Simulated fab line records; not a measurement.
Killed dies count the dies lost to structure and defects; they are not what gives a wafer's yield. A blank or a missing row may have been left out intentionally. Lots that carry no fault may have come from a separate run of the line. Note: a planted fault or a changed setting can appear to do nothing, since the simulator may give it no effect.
Lot-split experiment || flow n5Finfet || on a route of 1938 steps: 7 lots, 39 wafers read

SPLIT DETAILS
At N5_DUMMY_GATE_ETCH_32 (etches SiO2 in CF4, target depth 3.5 nm, time 3.9 s), the setting timeS was moved away from the recipe's 3.9 s on 18 of the 39 wafers read, by -15.8% to +23.2%. The other wafers ran this setting at the recipe's value.

Reading taken at the split's own step.

THE READING
etch.depthNm (the simulator's own value, which no gauge read), in nm, at N5_DUMMY_GATE_ETCH_32 (etches SiO2 in CF4, target depth 3.5 nm, time 3.9 s). The file gives no usual value for it. Across the 21 wafers here that went through the recipe, the average is 3.513 nm and the standard deviation 0.087 nm.

{"wafer": "L078.1", "tool, chamber at the split": "rieSi-04, 2", "timeS as run, s": 3.9, "against the recipe": "recipe", "etch.depthNm, nm": 3.572, "against lot-mates on the recipe": "-"}
{"wafer": "L078.2", "tool, chamber at the split": "rieSi-04, 3", "timeS as run, s": 3.9, "against the recipe": "recipe", "etch.depthNm, nm": 3.608, "against lot-mates on the recipe": "-"}
{"wafer": "L078.3", "tool, chamber at the split": "rieSi-04, 1", "timeS as run, s": 3.282, "against the recipe": "-15.8%", "etch.depthNm, nm": 2.942, "against lot-mates on the recipe": -0.598}
{"wafer": "L078.4", "tool, chamber at the split": "rieSi-04, 0", "timeS as run, s": 3.282, "against the recipe": "-15.8%", "etch.depthNm, nm": 2.89, "against lot-mates on the recipe": -0.650}
{"wafer": "L078.5", "tool, chamber at the split": "rieSi-04, 3", "timeS as run, s": 3.282, "against the recipe": "-15.8%", "etch.depthNm, nm": 3.041, "against lot-mates on the recipe": -0.499}
{"wafer": "L078.6", "tool, chamber at the split": "rieSi-04, 0", "timeS as run, s": 3.9, "against the recipe": "recipe", "etch.depthNm, nm": 3.441, "against lot-mates on the recipe": "-"}
{"wafer": "L079.1", "tool, chamber at the split": "rieSi-04, 0", "timeS as run, s": 3.9, "against the recipe": "recipe", "etch.depthNm, nm": 3.401, "against lot-mates on the recipe": "-"}
{"wafer": "L079.2", "tool, chamber at the split": "rieSi-04, 2", "timeS as run, s": 3.649, "against the recipe": "-6.4%", "etch.depthNm, nm": 3.295, "against lot-mates on the recipe": -0.183}
{"wafer": "L079.3", "tool, chamber at the split": "rieSi-04, 1", "timeS as run, s": 3.9, "against the recipe": "recipe", "etch.depthNm, nm": 3.463, "against lot-mates on the recipe": "-"}
{"wafer": "L079.4", "tool, chamber at the split": "rieSi-04, 3", "timeS as run, s": 3.9, "against the recipe": "recipe", "etch.depthNm, nm": 3.57, "against lot-mates on the recipe": "-"}
{"wafer": "L079.5", "tool, chamber at the split": "rieSi-04, 1", "timeS as run, s": 3.649, "against the recipe": "-6.4%", "etch.depthNm, nm": 3.254, "against lot-mates on the recipe": -0.224}
{"wafer": "L079.6", "tool, chamber at the split": "rieSi-04, 0", "timeS as run, s": 3.649, "against the recipe": "-6.4%", "etch.depthNm, nm": 3.199, "against lot-mates on the recipe": -0.279}
{"wafer": "L084.3", "tool, chamber at the split": "rieSi-01, 0", "timeS as run, s": 3.9, "against the recipe": "recipe", "etch.depthNm, nm": 3.45, "against lot-mates on the recipe": "-"}
{"wafer": "L084.5", "tool, chamber at the split": "rieSi-01, 0", "timeS as run, s": 3.9, "against the recipe": "recipe", "etch.depthNm, nm": 3.438, "against lot-mates on the recipe": "-"}
{"wafer": "L084.6", "tool, chamber at the split": "rieSi-01, 3", "timeS as run, s": 3.9, "against the recipe": "recipe", "etch.depthNm, nm": 3.561, "against lot-mates on the recipe": "-"}
{"wafer": "L093.1", "tool, chamber at the split": "rieSi-01, 3", "timeS as run, s": 3.9, "against the recipe": "recipe", "etch.depthNm, nm": 3.547, "against lot-mates on the recipe": "-"}
{"wafer": "L093.2", "tool, chamber at the split": "rieSi-01, 0", "timeS as run, s": 3.9, "against the recipe": "recipe", "etch.depthNm, nm": 3.454, "against lot-mates on the recipe": "-"}
{"wafer": "L093.3", "tool, chamber at the split": "rieSi-01, 1", "timeS as run, s": 3.9, "against the recipe": "recipe", "etch.depthNm, nm": 3.41, "against lot-mates on the recipe": "-"}
{"wafer": "L093.4", "tool, chamber at the split": "rieSi-01, 2", "timeS as run, s": 4.504, "against the recipe": "+15.5%", "etch.depthNm, nm": 4.033, "against lot-mates on the recipe": "+0.563"}
{"wafer": "L093.5", "tool, chamber at the split": "rieSi-01, 1", "timeS as run, s": 4.504, "against the recipe": "+15.5%", "etch.depthNm, nm": 3.969, "against lot-mates on the recipe": "+0.499"}
{"wafer": "L093.6", "tool, chamber at the split": "rieSi-01, 0", "timeS as run, s": 4.504, "against the recipe": "+15.5%", "etch.depthNm, nm": 3.984, "against lot-mates on the recipe": "+0.514"}
{"wafer": "L094.1", "tool, chamber at the split": "rieSi-04, 0", "timeS as run, s": 4.559, "against the recipe": "+16.9%", "etch.depthNm, nm": 4.039, "against lot-mates on the recipe": "+0.520"}
{"wafer": "L094.2", "tool, chamber at the split": "rieSi-04, 1", "timeS as run, s": 3.9, "against the recipe": "recipe", "etch.depthNm, nm": 3.477, "against lot-mates on the recipe": "-"}
{"wafer": "L094.3", "tool, chamber at the split": "rieSi-04, 2", "timeS as run, s": 4.559, "against the recipe": "+16.9%", "etch.depthNm, nm": 4.115, "against lot-mates on the recipe": "+0.596"}
{"wafer": "L094.4", "tool, chamber at the split": "rieSi-04, 3", "timeS as run, s": 3.9, "against the recipe": "recipe", "etch.depthNm, nm": 3.565, "against lot-mates on the recipe": "-"}
{"wafer": "L094.5", "tool, chamber at the split": "rieSi-04, 2", "timeS as run, s": 3.9, "against the recipe": "recipe", "etch.depthNm, nm": 3.515, "against lot-mates on the recipe": "-"}
{"wafer": "L094.6", "tool, chamber at the split": "rieSi-04, 3", "timeS as run, s": 4.559, "against the recipe": "+16.9%", "etch.depthNm, nm": 4.16, "against lot-mates on the recipe": "+0.641"}
{"wafer": "L095.1", "tool, chamber at the split": "rieSi-04, 3", "timeS as run, s": 3.9, "against the recipe": "recipe", "etch.depthNm, nm": 3.572, "against lot-mates on the recipe": "-"}
{"wafer": "L095.2", "tool, chamber at the split": "rieSi-04, 2", "timeS as run, s": 4.685, "against the recipe": "+20.1%", "etch.depthNm, nm": 4.261, "against lot-mates on the recipe": "+0.755"}
{"wafer": "L095.3", "tool, chamber at the split": "rieSi-04, 1", "timeS as run, s": 3.9, "against the recipe": "recipe", "etch.depthNm, nm": 3.461, "against lot-mates on the recipe": "-"}
{"wafer": "L095.4", "tool, chamber at the split": "rieSi-04, 0", "timeS as run, s": 4.685, "against the recipe": "+20.1%", "etch.depthNm, nm": 4.131, "against lot-mates on the recipe": "+0.625"}
{"wafer": "L095.5", "tool, chamber at the split": "rieSi-04, 2", "timeS as run, s": 4.685, "against the recipe": "+20.1%", "etch.depthNm, nm": 4.214, "against lot-mates on the recipe": "+0.708"}
{"wafer": "L095.6", "tool, chamber at the split": "rieSi-04, 1", "timeS as run, s": 3.9, "against the recipe": "recipe", "etch.depthNm, nm": 3.485, "against lot-mates on the recipe": "-"}
{"wafer": "L096.1", "tool, chamber at the split": "rieSi-05, 3", "timeS as run, s": 3.9, "against the recipe": "recipe", "etch.depthNm, nm": 3.379, "against lot-mates on the recipe": "-"}
{"wafer": "L096.2", "tool, chamber at the split": "rieSi-05, 2", "timeS as run, s": 4.806, "against the recipe": "+23.2%", "etch.depthNm, nm": 4.437, "against lot-mates on the recipe": "+0.846"}
{"wafer": "L096.3", "tool, chamber at the split": "rieSi-05, 1", "timeS as run, s": 4.806, "against the recipe": "+23.2%", "etch.depthNm, nm": 4.384, "against lot-mates on the recipe": "+0.793"}
{"wafer": "L096.4", "tool, chamber at the split": "rieSi-05, 0", "timeS as run, s": 3.9, "against the recipe": "recipe", "etch.depthNm, nm": 3.697, "against lot-mates on the recipe": "-"}
{"wafer": "L096.5", "tool, chamber at the split": "rieSi-05, 1", "timeS as run, s": 4.806, "against the recipe": "+23.2%", "etch.depthNm, nm": 4.405, "against lot-mates on the recipe": "+0.814"}
{"wafer": "L096.6", "tool, chamber at the split": "rieSi-05, 0", "timeS as run, s": 3.9, "against the recipe": "recipe", "etch.depthNm, nm": 3.698, "against lot-mates on the recipe": "-"}

FIT RESULTS
A straight line over all 39 wafers: etch.depthNm changes by +0.0357 nm for each +1% of timeS; r = +0.98; the points scatter about the line by 0.079 nm.
The same after taking each lot's own level away (the mean of its wafers on the recipe; 39 wafers): +0.0352 nm for each +1%; r = +0.99; scatter 0.067 nm.
The reading moves by 0.82 nm for the largest change in timeS, on that fit.
The span of the lots' own levels, 3.4703 to 3.5913 nm, comes to 1.4 times the standard deviation stated above.
The two slopes agree, so the slope changes little with the lot-to-lot level.
Check: +0.808 nm against its lot-mates is what the line predicts for one of the wafers moved furthest among these (+23.2%) when that wafer is left out of the fit. Against them it came out at +0.846 nm.

FILE'S OWN FIT
etch.depthNm changes by +0.035 nm for each +1% of timeS, r = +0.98.
